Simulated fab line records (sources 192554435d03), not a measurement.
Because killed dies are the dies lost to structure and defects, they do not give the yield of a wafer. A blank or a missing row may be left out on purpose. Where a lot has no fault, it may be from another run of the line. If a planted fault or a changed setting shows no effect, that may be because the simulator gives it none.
Which tool is to blame? ; flow n5-finfet ; 12 lots with 34 wafers sampled at 2 steps, on a route of 1938 steps

WHAT THE GAUGES READ, wafer by wafer
N5_SD_EPI_N_INSPECT_11: inspects for defects (macro).
lot;measured;on;raw-defect-count
L283;day 3 00:54;defect-inspect-01;2 2 1
L284;day 3 06:13;defect-inspect-01;1 3 0
L285;day 3 17:14;defect-inspect-01;1 7 1
L286;day 3 17:47;defect-inspect-02;1 1 1
L287;day 4 00:58;defect-inspect-01;3 2 1
L288;day 4 06:38;defect-inspect-01;0 3
L289;day 4 11:41;defect-inspect-01;1 2 4
L294;day 5 17:45;defect-inspect-01;3 3
L295;day 6 04:53;defect-inspect-02;1 0 2
L297;day 6 12:23;defect-inspect-01;3 2 1
L299;day 7 01:20;defect-inspect-02;2 2 3
L306;day 8 18:21;defect-inspect-01;2 1 1

TOOL THAT RAN EACH LOT (tool first, then ch and the chambers of the sampled wafers, then the start)
lot;N5_DUMMY_GATE_STRIP_48
L283;rie-diel-02 ch 0,2, day 2 23:36
L284;rie-diel-03 ch 0,2,3, day 3 04:59
L285;rie-diel-06 ch 1,3, day 3 16:05
L286;rie-diel-02 ch 1,2, day 3 16:39
L287;rie-diel-02 ch 1,2, day 3 23:46
L288;rie-diel-03 ch 1,3, day 4 05:26
L289;rie-diel-02 ch 1,2,3, day 4 10:26
L294;rie-diel-06 ch 1,3, day 5 16:38
L295;rie-diel-02 ch 1,2, day 6 03:14
L297;rie-diel-02 ch 2,3, day 6 11:08
L299;rie-diel-03 ch 1,2, day 7 00:02
L306;rie-diel-03 ch 0,1,3, day 8 16:53
- N5_DUMMY_GATE_STRIP_48: strips in N2/H2, time 20 s.

AS READ BY THE TOOLS THEMSELVES (means over the sampled wafers that have a number; for cases with no such wafer, the mark the record gives instead)
N5_DUMMY_GATE_STRIP_48.
lot;tool;drypump-motor-current-A (A);oes-product-au (a.u.);rf-vpp-V (V);showerhead-plenum-p-Torr (Torr);throttle-valve-pct (%)
L283;rie-diel-02;5.81;0.75;45.5;3.37;12.16
L284;rie-diel-03;5.90;0.79;45.9;3.39;12.13
L285;rie-diel-06;6.26;0.87;45.0;3.40;11.90
L286;rie-diel-02;5.98;0.85;45.0;3.51;11.84
L287;rie-diel-02;5.98;0.86;45.7;3.51;11.85
L288;rie-diel-03;5.64;0.72;45.7;3.43;12.32
L289;rie-diel-02;6.05;0.78;45.0;3.44;12.12
L294;rie-diel-06;6.14;0.80;45.8;3.38;12.07
L295;rie-diel-02;5.96;0.79;45.1;3.45;12.02
L297;rie-diel-02;6.03;0.73;45.6;3.37;12.28
L299;rie-diel-03;5.69;0.75;45.1;3.38;12.43
L306;rie-diel-03;5.68;0.72;44.8;3.35;12.34

THE ANSWER, worked out from the rows above alone
Rule: the lots themselves supply what counts as usual. Put in order of their means at a reading, lots are off if they are a third of the lots or fewer, leave a main group of 4 or more, and stand apart from it by a gap of 3 or more times the standard deviation of the main group's means; of several such gaps the widest counts. A main group whose means are all the same, to the digits that the tables above print for the reading, isn't used. A lot without any number at a reading at which 4 lots or more have one is off too. Where the step has rows for the other lots, those lots are counted as sound. The gauges are gone through in route order, then the tools' own readings, and for those a lot's mean is taken as printed above. The first step at which some lot is off is used, and at that step the reading that is off furthest; a lot without a number counts as furthest.
Nothing can be told from this: no lot is off at any reading shown.

WHAT THE SIMULATOR HAD PUT IN
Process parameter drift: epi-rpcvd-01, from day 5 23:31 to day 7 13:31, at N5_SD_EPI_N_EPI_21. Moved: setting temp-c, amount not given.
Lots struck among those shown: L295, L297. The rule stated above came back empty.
